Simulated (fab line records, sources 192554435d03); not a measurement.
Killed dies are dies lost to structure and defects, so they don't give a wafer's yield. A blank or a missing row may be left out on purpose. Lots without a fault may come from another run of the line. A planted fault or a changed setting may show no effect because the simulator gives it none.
fab line records | flow n5_finfet
record lots=4 wafers=12 last_day=18
route steps=1938 shown STI_FIN_REVEAL@202 DUMMY_GATE@212 BEOL_M4@1111
lots that met no fault: from a run of the same line without faults
start_h: hours from the record's first day to the start of the lot's first wafer shown | wait_h: hours since the lot's step before | " the same as in the row above | L1.1+2: a row that stands for several wafers | - no value, or no start given | * or withheld: withheld | < > ~ a bound
route shown NAME@n: a module of which the file shows steps, and the number in the route of the first | usual: mean/standard deviation of fault-free wafers | same: alike in all rows | chamber/n: place in a boat | sites: the reading at each site | _std_site: their standard deviation | _edge_site: outer sites' mean less inner sites' | radius_mm: how far each site lies from the wafer's centre | mask NAME#n: copy n | behind: the tool/chamber that last shaped the wafer | hold: why the lot was held/for how many hours/how that ended | device: the transistor (n, p or np) that didn't switch | end of line: the same wafers' tests at the end of the route | a step without rows: its recipe alone | killed: dies lost to structure and defects at the first sort, not the wafer's yield | map: a wafer's dies, x killed, . not, _ none there
set.NAME: the setting as run; set.NAME@STEP: as run at that earlier step | model.NAME: the simulator's own value behind a step, which no gauge read
lots at some steps of the route; a table a step, a row a wafer
services: from which hour (start_h, from the record's first day; less than 0 if before it) a tool's chamber was out of use, for how many hours, and why
## steps
# step N5_STI_FIN_REVEAL_STRIP_35
# recipe chemistry=H3PO4 material=Si3N4 temp_c=165 target_depth_a=40 time_s=39
# step N5_STI_FIN_REVEAL_SRD_21
# recipe dry=ipa_marangoni time_s=30 temp_c=23 rinse_liquid=diw
# step N5_STI_FIN_REVEAL_OXIDATION_33
# recipe chemistry=O2_PLASMA_REMOTE temp_c=150 time_s=20 pressure_mtorr=1000 source_power_w=2000 o2_flow_sccm=3000
# step N5_STI_FIN_REVEAL_CLEAN_19
# recipe chemistry=O3/DIW temp_c=25 time_s=120 o3_ppm=10
# step N5_STI_FIN_REVEAL_SRD_23
# recipe dry=ipa_marangoni time_s=30 temp_c=23 rinse_liquid=diw
# step N5_STI_FIN_REVEAL_PRECLEAN_18
# recipe chemistry=SC2 time_s=45 temp_c=35 mix=1:1:50
# step N5_STI_FIN_REVEAL_SRD_28
# recipe dry=ipa_marangoni time_s=30 temp_c=23 rinse_liquid=diw
# step N5_DUMMY_GATE_PRECLEAN_00
# recipe chemistry=O3/DIW time_s=60 temp_c=22 o3_ppm=10
# step N5_DUMMY_GATE_SRD_01
# recipe time_s=30 temp_c=23 rinse_liquid=diw dry=ipa_marangoni
# step N5_DUMMY_GATE_ALD_02
# recipe material=SiO2 target_thk_a=20 temp_c=300 ald_precursor_family=BDEAS ald_co_reactant=O2-plasma pulse_time_s=1 pressure_torr=2
# usual chamber_pressure_Torr=2.000/0.0045 heater_power_w=477/53 precursor_pulse_height_rel=1.003/0.019
# columns lot.wafer tool chamber start_h wait_h chamber_pressure_Torr heater_power_w precursor_pulse_height_rel model.SiO2_of_DUMMY_GATE_ALD_02.thk_nm
L556.2 ald_sin-01 2 79.63 0.0 2.004 445 0.992 2
L556.4 " 1 " " 1.997 501 1.018 2
L556.5 " 1 " " 2.001 518 1.016 2
L562.2 ald_sin-03 2 117.24 0.2 1.996 524 1.013 2
L562.3 " 0 " " 1.999 409 1.008 2
L562.4 " 3 " " 2.000 564 1.028 2
L565.2 ald_sin-01 3 132.70 0.1 1.993 449 0.997 2
L565.3 " 2 " " 2.000 451 1.029 2
L565.6 " 3 " " 1.996 431 1.010 2.6
L567.2 ald_sin-01 1 145.51 0.5 2.002 512 0.998 2
L567.4 " 2 " " 2.003 448 0.991 2.6
L567.6 " 2 " " 2.008 441 0.956 2.6
# step N5_DUMMY_GATE_CVD_03
# recipe material=a-Si target_thk_a=1500 temp_c=530 precursor=SiH4 time_s=8042
# step N5_DUMMY_GATE_PRECLEAN_46
# recipe chemistry=DIW time_s=89.5 temp_c=23
# step N5_DUMMY_GATE_SRD_47
# recipe dry_time_s=32 dry=n2_spin spin_rpm=1500
# step N5_DUMMY_GATE_CMP_04
# recipe material=a-Si post_cmp_clean=alkaline_brush
# step N5_DUMMY_GATE_HM_DEP_06
# recipe material=SiNx target_thk_a=800 precursor=DCS/NH3 temp_c=700 pressure_mtorr=300 time_s=5141
# step N5_DUMMY_GATE_PECVD_30
# recipe material=SiO2 target_thk_a=550 temp_c=400 precursor=TEOS/O2 pressure_torr=6.5 rf_w=withheld teos_flow_sccm=withheld gas=O2 flow_sccm=2650 time_s=10.8
# step N5_DUMMY_GATE_COAT_34
# recipe resist=SOC temp_c=250 time_s=60 spin_rpm=1500 resist_thk_nm=60
# step N5_DUMMY_GATE_COAT_35
# recipe resist=SiARC temp_c=220 time_s=60 spin_rpm=1500 resist_thk_nm=10
# step N5_DUMMY_GATE_COAT_28
# recipe resist=underlayer temp_c=205 time_s=60 spin_rpm=1500 resist_thk_nm=10
# step N5_DUMMY_GATE_COAT_09
# recipe resist=CAR-EUV spin_rpm=1500 resist_thk_nm=30
# step N5_DUMMY_GATE_EBR_11
# recipe solvent=PGMEA ebr_width_mm=1.5
# step N5_DUMMY_GATE_SOFTBAKE_10
# recipe temp_c=110 time_s=60 resist=CAR-EUV
# step N5_DUMMY_GATE_EXPOSE_12
# recipe mask_id=GATE na=0.33 source_shape=annular sigma_inner=0.2 sigma_outer=0.6 polarization=unpolarized target_cd_nm=25 dose_mj=34
# step N5_DUMMY_GATE_PEB_13
# recipe peb_temp_c=100 peb_time_s=60 resist=CAR-EUV
# step N5_DUMMY_GATE_DEVELOP_14
# recipe develop_time_s=30 developer=TMAH resist=CAR-EUV rinse_liquid=surfactant_rinse dry=air_spin dev_temp_c=23
# step N5_DUMMY_GATE_DESCUM_20
# recipe chemistry=O2 time_s=6.2 source_power_w=50 bias_power_w=20 pressure_mtorr=20 rf_frequency_hz=2.712e+07 temp_c=40 resist=CAR-EUV o2_flow_sccm=225
# step N5_DUMMY_GATE_ETCH_29
# recipe chemistry=N2/H2 target=underlayer target_depth_a=130 ion_energy_ev=200 pressure_mtorr=30 source_w=840 bias_w=150 n2_flow_sccm=200 h2_flow_sccm=200
# step N5_DUMMY_GATE_ETCH_36
# recipe chemistry=CF4 target=SiARC target_depth_a=130 pressure_mtorr=40 source_w=545 bias_w=36 Ar_flow_sccm=100 cf4_flow_sccm=100 ion_energy_ev=80
# step N5_DUMMY_GATE_ETCH_37
# recipe chemistry=N2/H2 target=SOC target_depth_a=600 overetch_a=300 temp_c=40 ion_energy_ev=200 pressure_mtorr=30 source_w=840 bias_w=150 n2_flow_sccm=200 h2_flow_sccm=200
# step N5_DUMMY_GATE_STRIP_38
# recipe chemistry=N2/H2 temp_c=40 n2_flow_sccm=200 h2_flow_sccm=200 rf_frequency_hz=6e+07
# step N5_DUMMY_GATE_STRIP_39
# recipe chemistry=N2/H2 temp_c=40 n2_flow_sccm=200 h2_flow_sccm=200 rf_frequency_hz=6e+07
# step N5_DUMMY_GATE_TRIM_49
# recipe chemistry=O2 resist=SOC time_s=29 target_cd_nm=14 source_power_w=300 bias_power_w=0 O2_flow_sccm=100 temp_c=20
# step N5_DUMMY_GATE_STRIP_40
# recipe chemistry=CF4 resist=SiARC power_w=300 bias_power_w=75 pressure_mtorr=50 cf4_flow_sccm=150 rf_frequency_hz=6e+07
# step N5_DUMMY_GATE_ETCH_31
# recipe chemistry=C4F6/O2 target=SiO2 mask_material=SOC target_depth_a=825 time_s=27.5 ion_energy_ev=250 pressure_mtorr=30 source_w=345 bias_w=185 Ar_flow_sccm=300 C4F6_flow_sccm=10 O2_flow_sccm=10
# step N5_DUMMY_GATE_ETCH_44
# recipe chemistry=HBr/O2 over_etch_frac=0.7 target_depth_a=1275 stop_on=SiO2 ion_energy_ev=60 bias_w=20 target=poly-Si mask_material=SiO2 pressure_mtorr=20 icp_w=400 HBr_flow_sccm=120 O2_flow_sccm=10
# usual drypump_motor_current_A=5.5/0.56 oes_product_au=0.724/0.013 rf_fwd_power_W=397.7/1.3 throttle_valve_pct=18.59/0.23
# columns lot.wafer tool chamber start_h wait_h drypump_motor_current_A oes_product_au rf_fwd_power_W rf_hours_counter_h throttle_valve_pct model.SiO2_of_DUMMY_GATE_ALD_02.thk_nm
L556.2 rie_si-01 2 89.28 0.0 5.1 0.711 395.2 101 18.67 2
L556.4 " 1 " " 5.7 0.711 398.8 110 18.49 2
L556.5 " 0 " " 5.2 0.722 396.1 - 18.96 2
L562.2 rie_si-03 0 128.87 0.0 5.0 0.722 397.9 44 18.41 2
L562.3 " 2 " " 6.2 0.761 397.7 127 18.83 2
L562.4 " 3 " " 5.8 0.731 397.0 157 18.56 2
L565.2 rie_si-04 0 142.09 0.0 6.3 0.708 397.9 2 18.16 2
L565.3 " 2 " " 5.2 0.723 398.4 150 18.48 2
L565.6 " 2 " " 5.2 0.725 396.6 - 18.48 2.6
L567.2 rie_si-01 2 154.79 0.0 5.1 0.718 395.8 102 18.66 2
L567.4 " 0 " " 5.2 0.716 397.4 1 18.95 2.6
L567.6 " 3 " " 4.8 0.718 398.1 - 18.83 2.6
# step N5_BEOL_M4_RC_MEAS_101
# usual DIBL_N=35.9/1.3 DIBL_P=35.9/1.5 EOT_N=10.51/0.087 EOT_P=10.47/0.08 IGATE_N=0.0127/0.0018 IGATE_P=0.0038/0.00052 IOFF_N=0.152/0.023 IOFF_P=0.204/0.027 IOFF_P_LIN=0.097/0.01 ION_N=673/9.2 ION_P=462/6.7 SS_N=71.4/0.48 SS_P=73.2/0.55 VT_N=250.3/2.6 VT_P=-250.6/3
# columns lot.wafer tool chamber start_h wait_h DIBL_N[mV/V] DIBL_P[mV/V] EOT_N EOT_P IGATE_N[nA/um] IGATE_P[nA/um] IOFF_N[nA/um] IOFF_P[nA/um] IOFF_P_LIN[nA/um] ION_N[uA/um] ION_P[uA/um] SS_N[mV/dec] SS_P[mV/dec] VT_N[mV] VT_P[mV]
L556.2 prober-02 0 240.23 0.3 35.5 36.1 10.67 10.54 0.0105 0.0031 0.136 0.191 0.092 672 461 71.6 72.7 254.0 -252.5
L556.4 " 0 " " 36.8 37.5 10.48 10.45 0.0137 0.0040 0.160 0.215 0.101 691 467 70.9 73.4 249.5 -248.3
L556.5 " 0 " " 36.0 36.2 10.37 10.42 0.0149 0.0044 0.141 0.192 0.093 668 461 70.9 73.9 252.9 -250.6
L562.2 prober-02 0 275.04 0.2 35.7 33.3 10.36 10.45 0.0138 0.0042 0.133 0.219 0.106 680 472 71.2 73.0 253.4 -245.7
L562.3 " 0 " " 35.6 33.3 10.62 10.55 0.0112 0.0034 0.134 0.215 0.105 659 466 71.0 72.8 252.2 -245.3
L562.4 " 0 " " 36.3 33.2 10.52 10.58 0.0117 0.0036 0.138 0.212 0.103 673 469 71.9 72.6 252.2 -245.2
L565.2 prober-02 0 276.80 0.2 36.6 36.6 10.54 10.51 0.0129 0.0037 0.162 0.221 0.102 684 465 71.2 73.7 247.5 -249.8
L565.3 " 0 " " 38.8 39.8 10.56 10.49 0.0136 0.0039 0.213 0.275 0.119 675 467 72.0 73.3 245.3 -248.3
L565.6 " 0 " " 38.6 39.0 11.74 11.66 0.0035 0.0010 0.180 0.256 0.120 657 451 71.8 73.4 248.1 -246.2
L567.2 prober-02 0 302.38 0.2 35.0 37.0 10.61 10.49 0.0119 0.0035 0.149 0.214 0.104 677 462 71.4 72.4 249.3 -249.2
L567.4 " 0 " " 38.7 40.6 11.70 11.67 0.0032 0.0009 0.215 0.290 0.136 670 463 72.2 74.1 246.4 -242.8
L567.6 " 0 " " 37.6 39.6 11.52 11.55 0.0041 0.0012 0.184 0.257 0.127 655 458 72.6 73.9 248.5 -248.2
## services
# columns tool chamber start_h hours kind
rie_si-04 3 65.56 - clean
rie_si-04 3 65.56 19.6 scheduled_down
rie_si-04 3 65.56 19.6 vent_cycle
ald_sin-01 - 83.81 14.6 pm
rie_si-04 2 129.46 6.7 repair
ald_sin-03 2 138.47 10.7 repair
## key
first_sign step=N5_BEOL_M4_RC_MEAS_101 reading=EOT_P direction=up sigmas=14 usual=10.47 struck=11.62
effect step=N5_BEOL_M4_RC_MEAS_101 reading=EOT_N direction=up sigmas=13 usual=10.51 struck=11.65
effect step=N5_BEOL_M4_RC_MEAS_101 reading=IGATE_P direction=down sigmas=5.2 usual=0.0038 struck=0.0010
effect step=N5_BEOL_M4_RC_MEAS_101 reading=IGATE_N direction=down sigmas=5.1 usual=0.0127 struck=0.0036
effect step=N5_BEOL_M4_RC_MEAS_101 reading=IOFF_P_LIN direction=up sigmas=2.9 usual=0.097 struck=0.128
effect step=N5_BEOL_M4_RC_MEAS_101 reading=DIBL_P direction=up sigmas=2.6 usual=35.9 struck=39.8
effect step=N5_BEOL_M4_RC_MEAS_101 reading=IOFF_P direction=up sigmas=2.3 usual=0.204 struck=0.267 wafers_moved=1
model_effect step=N5_DUMMY_GATE_ALD_02 value=SiO2_of_DUMMY_GATE_ALD_02.thk_nm without=2 struck=2.6
model_effect step=N5_DUMMY_GATE_ETCH_44 value=SiO2_of_DUMMY_GATE_ALD_02.thk_nm without=2 struck=2.6
met_at N5_DUMMY_GATE_ALD_02
struck_wafers L565.6,L567.4,L567.6
onset_between 79.63 132.70
fault kind=process_parameter_drift tool=ald_sin-01 chamber=- onset_h=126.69 steps=N5_DUMMY_GATE_ALD_02 channel=target_thk_a offset=* shape=step end_h=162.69 scope=struck_wafers_only acts_in=* stated=*
